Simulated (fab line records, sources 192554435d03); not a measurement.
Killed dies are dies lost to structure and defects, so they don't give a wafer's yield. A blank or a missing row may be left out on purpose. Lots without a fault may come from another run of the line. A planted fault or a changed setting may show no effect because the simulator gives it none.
Chamber matching | flow n5_finfet | N5_BEOL_M8_CURE_74 on uv_cure-02: 3 sister chambers
The step cures SiCOH lowk, time 240 s. 3 wafers are shown with their chamber, then 10 later ones without.

WAFERS WITH THEIR CHAMBER
wafer  | chamber | wafer_temp_C_max
L078.5 | 2       | 387.5
L083.6 | 0       | 388.0
L084.5 | 1       | 387.5

WAFERS WITHOUT THEIR CHAMBER
wafer  | wafer_temp_C_max
L084.6 | 388.6
L088.1 | 386.4
L088.2 | 386.4
L088.4 | 387.2
L090.3 | 387.3
L090.5 | 387.3
L090.6 | 387.4
L094.1 | 386.6
L094.4 | 386.8
L094.5 | 386.5

WHICH CHAMBER EACH WENT THROUGH
wafer  | from the rows above          | in truth
L084.6 | can't be placed: 0 or 1 or 2 | 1
L088.1 | can't be placed: 1 or 2 or 0 | 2
L088.2 | can't be placed: 1 or 2 or 0 | 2
L088.4 | can't be placed: 1 or 2 or 0 | 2
L090.3 | can't be placed: 1 or 2 or 0 | 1
L090.5 | can't be placed: 1 or 2 or 0 | 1
L090.6 | can't be placed: 1 or 2 or 0 | 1
L094.1 | can't be placed: 1 or 2 or 0 | 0
L094.4 | can't be placed: 1 or 2 or 0 | 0
L094.5 | can't be placed: 1 or 2 or 0 | 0
Placed correctly: 0 of 10. Can't be placed from these rows: 10 (the true chamber is among the candidates in 10). Placed wrongly: 0.
How it was worked out, from the rows above alone: a wafer's distance from a chamber is the root of the sum, over the readings, of the square of ((its reading less the chamber's mean) divided by the reading's scatter). The wafer belongs to the nearest chamber; if the next one is less than 2 further off, it can't be placed. A chamber's mean is the mean of its shown wafers. The scatter: with one shown wafer a chamber, the root of the mean of the squares of how far each hidden wafer lies from its nearest shown one.
